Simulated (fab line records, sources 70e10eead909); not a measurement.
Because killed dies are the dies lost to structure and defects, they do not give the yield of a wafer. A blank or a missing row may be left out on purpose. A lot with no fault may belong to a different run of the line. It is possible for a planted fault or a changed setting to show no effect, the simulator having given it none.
Matching of chambers + flow nand-harc + rie-diel-13 running NHARC_A_BLC_DESCUM_15: 3 sister chambers
The step chemistry O2, time 3 s. 3 wafers are shown with their chamber, then 6 later ones without.

== WAFERS, EACH WITH ITS CHAMBER ==
| wafer  | chamber | oes-product-au (a.u.) |
|--------|---------|-----------------------|
| L769.6 | 1       | 0.993                 |
| L778.1 | 2       | 1.003                 |
| L778.2 | 0       | 1.000                 |

== WAFERS WITH NO CHAMBER GIVEN ==
| wafer  | oes-product-au (a.u.) |
|--------|-----------------------|
| L778.6 | 0.996                 |
| L788.4 | 0.986                 |
| L788.5 | 0.986                 |
| L790.1 | 1.012                 |
| L790.2 | 0.978                 |
| L790.5 | 0.985                 |

== EACH ONE'S CHAMBER ==
| wafer  | from the rows above          | in truth |
|--------|------------------------------|----------|
| L778.6 | can't be placed: 1 or 0 or 2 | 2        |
| L788.4 | can't be placed: 1 or 0 or 2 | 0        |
| L788.5 | can't be placed: 1 or 0 or 2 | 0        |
| L790.1 | can't be placed: 2 or 0 or 1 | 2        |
| L790.2 | can't be placed: 1 or 0 or 2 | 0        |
| L790.5 | can't be placed: 1 or 0 or 2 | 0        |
0 of 6 placed correctly. Cannot be placed on the basis of these rows: 6; the candidates contain the true chamber in 6. Number placed wrongly: 0.
How it was worked out, from the rows above alone: a wafer's distance from a chamber is the root of the sum, over the readings, of the square of ((its reading less the chamber's mean) divided by the reading's scatter). If the next closest chamber is less than 2 further off than the closest, the wafer can't be placed; otherwise it belongs to the closest. Each chamber's mean is taken over the wafers shown for it. The scatter: root of mean squared gap, hidden wafer to nearest shown wafer, with one shown wafer a chamber.
